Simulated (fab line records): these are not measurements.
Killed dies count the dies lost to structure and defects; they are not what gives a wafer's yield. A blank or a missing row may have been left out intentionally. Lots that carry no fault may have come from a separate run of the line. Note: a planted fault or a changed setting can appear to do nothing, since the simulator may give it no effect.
A struck lot beside a sound one + flow nand-harc + 40 out of 1302 route steps
Sound: wafers L355.2, L355.5, L355.6. Wafers struck: L347.2, L347.3, L347.4. At the end, the cause is stated.
Each step with rows lists, per side, the tool, then ch with its chambers, then its first start. Under that, the readings that differ: sound wafers + struck wafers + difference of the means + sigmas: that difference in standard deviations of wafers without a fault.
alike: words and numbers the same on both sides, and readings whose means are apart by under 2 such deviations; not compared: readings that were withheld, readings missing a value for some wafer, numbers with overlapping values and no deviation given by the record, and bounds like >300 which may hide the same value.
The two part at a step that has a row with sigmas, a row that says differs or no value, or rows on one side only. Non-overlapping numbers with no deviation appear without sigmas and do not part them. A reading missing from all wafers of one side parts the sides only when that side holds two or more wafers.

first, 8 steps without rows for these wafers: NHARC_A_STAIRCASE_COAT_160; NHARC_A_STAIRCASE_SOFTBAKE_161 (time 170 s); NHARC_A_STAIRCASE_EBR_162; NHARC_A_STAIRCASE_EXPOSE_163 (exposes mask STAIR OPEN); NHARC_A_STAIRCASE_PEB_164 (peb time 130 s); NHARC_A_STAIRCASE_DEVELOP_165 (time 140 s); NHARC_A_STAIRCASE_HARDBAKE_167 (time 140 s); NHARC_A_STAIRCASE_DESCUM_168 (chemistry O2, time 3 s).
NHARC_A_STAIRCASE_ETCH_169: etches the open film in CH3F/O2, target depth 50 nm, time 107.1 s.
  sound on rie-diel-11 ch 0,3, day 24 12:35; struck on rie-diel-11 ch 0,1,3, day 21 12:55
| reading               | sound             | struck            | difference | sigmas |
|-----------------------|-------------------|-------------------|------------|--------|
| oes-product-au (a.u.) | 0.976 0.967 0.986 | 0.932 0.936 0.924 | -0.046     | -3     |
  alike: chamber-pressure-mTorr, drypump-motor-current-A, mfc-ar-sccm, rf-vpp-V, showerhead-plenum-p-Torr, throttle-valve-pct
  not compared: rf-hours-counter-h
then, 2 steps without rows for these wafers: NHARC_A_STAIRCASE_ETCH_170 (etches the open film in C4F6/O2, target depth 200 nm, time 66.667 s); NHARC_A_STAIRCASE_STRIP_171 (strips in O2).
NHARC_A_STAIRCASE_STRIP_172: strips in SPM, time 900 s.
  sound on wet-bench-02 ch 0,3,7, day 24 13:11; struck on wet-bench-06 ch 2,3,5, day 21 13:29
  alike: temp-c
then, 14 steps without rows for these wafers: NHARC_A_STAIRCASE_PRECLEAN_173 (cleans in SC1); NHARC_A_STAIRCASE_SRD_174; NHARC_A_STAIRCASE_DEHYDRATE_01 (time 120 s); NHARC_A_STAIRCASE_HMDS_02 (time 30 s); NHARC_A_STAIRCASE_COAT_03; NHARC_A_STAIRCASE_SOFTBAKE_04 (time 170 s); NHARC_A_STAIRCASE_EBR_05; NHARC_A_STAIRCASE_EXPOSE_06 (exposes mask STAIR); NHARC_A_STAIRCASE_PEB_07 (peb time 130 s); NHARC_A_STAIRCASE_DEVELOP_08 (time 140 s); NHARC_A_STAIRCASE_HARDBAKE_10 (time 140 s); NHARC_A_STAIRCASE_DESCUM_11 (chemistry O2, time 3 s); NHARC_A_STAIRCASE_TRIM_12 (chemistry O2, time 211.2 s); NHARC_A_STAIRCASE_ETCH_13 (etches the open film in C4F8/O2, target depth 100 nm, time 40.5 s).
NHARC_A_STAIRCASE_TRIM_14: chemistry O2, time 211.2 s.
  sound: rie-diel-08 ch 1,2; struck: rie-diel-12 ch 0,2,3
  alike: chamber-pressure-mTorr, drypump-motor-current-A, mfc-ar-sccm, oes-product-au, rf-vpp-V, showerhead-plenum-p-Torr, throttle-valve-pct
  not compared: rf-hours-counter-h
then, 2 steps without rows for these wafers: NHARC_A_STAIRCASE_ETCH_15 (etches the open film in C4F8/O2, target depth 100 nm, time 40.5 s); NHARC_A_STAIRCASE_TRIM_16 (chemistry O2, time 211.2 s).
NHARC_A_STAIRCASE_ETCH_17: etches the open film in C4F8/O2, target depth 100 nm, time 40.5 s.
  sound: rie-diel-08 ch 0,2,3; struck: rie-diel-12 ch 0,2,3
  alike: chamber-pressure-mTorr, oes-product-au, rf-vpp-V
  not compared: rf-hours-counter-h
then, 2 steps without rows for these wafers: NHARC_A_STAIRCASE_TRIM_18 (chemistry O2, time 211.2 s); NHARC_A_STAIRCASE_ETCH_19 (etches the open film in C4F8/O2, target depth 100 nm, time 40.5 s).
NHARC_A_STAIRCASE_TRIM_20: chemistry O2, time 211.2 s.
  sound on rie-diel-11 ch 2,3, day 24 15:28; struck on rie-diel-08 ch 0,1,2, day 21 15:52
  alike: chamber-pressure-mTorr, drypump-motor-current-A, mfc-ar-sccm, oes-product-au, rf-vpp-V, showerhead-plenum-p-Torr, throttle-valve-pct
  not compared: rf-hours-counter-h
then, 2 steps without rows for these wafers: NHARC_A_STAIRCASE_ETCH_21 (etches the open film in C4F8/O2, target depth 100 nm, time 40.5 s); NHARC_A_STAIRCASE_TRIM_22 (chemistry O2, time 211.2 s).
NHARC_A_STAIRCASE_ETCH_23: etches the open film in C4F8/O2, target depth 100 nm, time 40.5 s.
  sound: rie-diel-11 ch 0,3; struck: rie-diel-08 ch 0,1,2
| reading               | sound             | struck            | difference | sigmas |
|-----------------------|-------------------|-------------------|------------|--------|
| oes-product-au (a.u.) | 0.929 0.938 0.930 | 0.970 0.955 0.966 | +0.031     | +3     |
  alike: chamber-pressure-mTorr, rf-vpp-V
  not compared: rf-hours-counter-h
then, 3 steps without rows for these wafers: NHARC_A_STAIRCASE_TRIM_24 (chemistry O2, time 211.2 s); NHARC_A_STAIRCASE_ETCH_25 (etches the open film in C4F8/O2, target depth 100 nm, time 40.5 s); NHARC_A_STAIRCASE_TRIM_26 (chemistry O2, time 211.2 s).
-- record jumps: 9 days between struck wafers' starts before vs after; left off in module A_STAIRCASE, resumes in module END, first step shown is number 1302 of the route --
NHARC_END_SORT_01:
  the record has rows for the struck wafers here (prober-01 ch 0, day 30 09:38) and none for the sound ones

WHERE THEY PART
At NHARC_A_STAIRCASE_ETCH_169 first; at NHARC_END_SORT_01 last (within this record only).

WHY: what had been put in by the simulator
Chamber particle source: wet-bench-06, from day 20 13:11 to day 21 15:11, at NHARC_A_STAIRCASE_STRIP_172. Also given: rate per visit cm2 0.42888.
